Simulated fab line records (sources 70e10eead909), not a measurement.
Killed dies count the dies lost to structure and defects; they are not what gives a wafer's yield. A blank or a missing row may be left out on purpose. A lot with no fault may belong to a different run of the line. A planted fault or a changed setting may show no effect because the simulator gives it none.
Matching of chambers | flow nandHarc | cmp-01 running NHARC_P_STI_CMP_21: 4 sister chambers
The step polishes, t overpolish 20 s, target thk 380.67 nm. 14 wafers are shown with their chamber, then 7 later ones without.

EACH WAFER AND ITS CHAMBER
wafer  | chamber | motorCurrentA (A) | overpolishRunS (s)
L075.1 | 0       | 10.9              | 19.991
L075.4 | 2       | 11.9              | 19.994
L075.5 | 1       | 10.2              | 20.014
L082.3 | 0       | 11.0              | 20.002
L082.4 | 2       | 12.4              | 19.994
L082.5 | 3       | 11.6              | 20.001
L083.3 | 1       | 10.4              | 19.996
L083.4 | 3       | 11.2              | 20.006
L083.6 | 3       | 11.8              | 20.004
L085.2 | 2       | 12.0              | 20.002
L085.3 | 0       | 11.0              | 19.984
L085.6 | 3       | 11.4              | 20.010
L088.2 | 2       | 11.9              | 19.994
L088.5 | 1       | 10.2              | 20.005

SIGNATURES (averages over the wafers above)
reading        | chamber 0 | chamber 1 | chamber 2 | chamber 3 | scatter within a chamber
motorCurrentA  | 10.967    | 10.267    | 12.050    | 11.500    | 0.201
overpolishRunS | 19.99233  | 20.00500  | 19.99600  | 20.00525  | 0.00646
Rule: for a wafer and a chamber, the distance is found by dividing, reading by reading, the gap between the wafer's reading and the chamber's mean by the reading's scatter, squaring, summing and taking the root. If the next closest chamber is less than 2 further off than the closest, the wafer can't be placed; otherwise it belongs to the closest. How the scatter is found: for the shown wafers, subtract from each reading the mean of its chamber, square and add these, divide the total by (wafers less chambers), then take the root.

WAFERS WITHOUT THEIR CHAMBER
wafer  | motorCurrentA (A) | overpolishRunS (s)
L088.6 | 11.2              | 20.008
L091.2 | 10.4              | 19.991
L091.3 | 11.5              | 19.995
L091.4 | 12.5              | 19.986
L094.1 | 11.5              | 19.981
L094.2 | 10.5              | 20.003
L094.3 | 11.9              | 20.009

WHICH CHAMBER EACH ONE RAN IN
wafer  | from the rows above          | in truth
L088.6 | can't be placed: 3 or 0      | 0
L091.2 | can't be placed: 1 or 0      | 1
L091.3 | can't be placed: 3 or 0 or 2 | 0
L091.4 | 2                            | 2
L094.1 | can't be placed: 0 or 2 or 3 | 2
L094.2 | can't be placed: 1 or 0      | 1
L094.3 | can't be placed: 3 or 2      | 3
Placed correctly: 1 of 7. These rows do not allow placing 6 (true chamber among the candidates in 6). Number placed wrongly: 0.
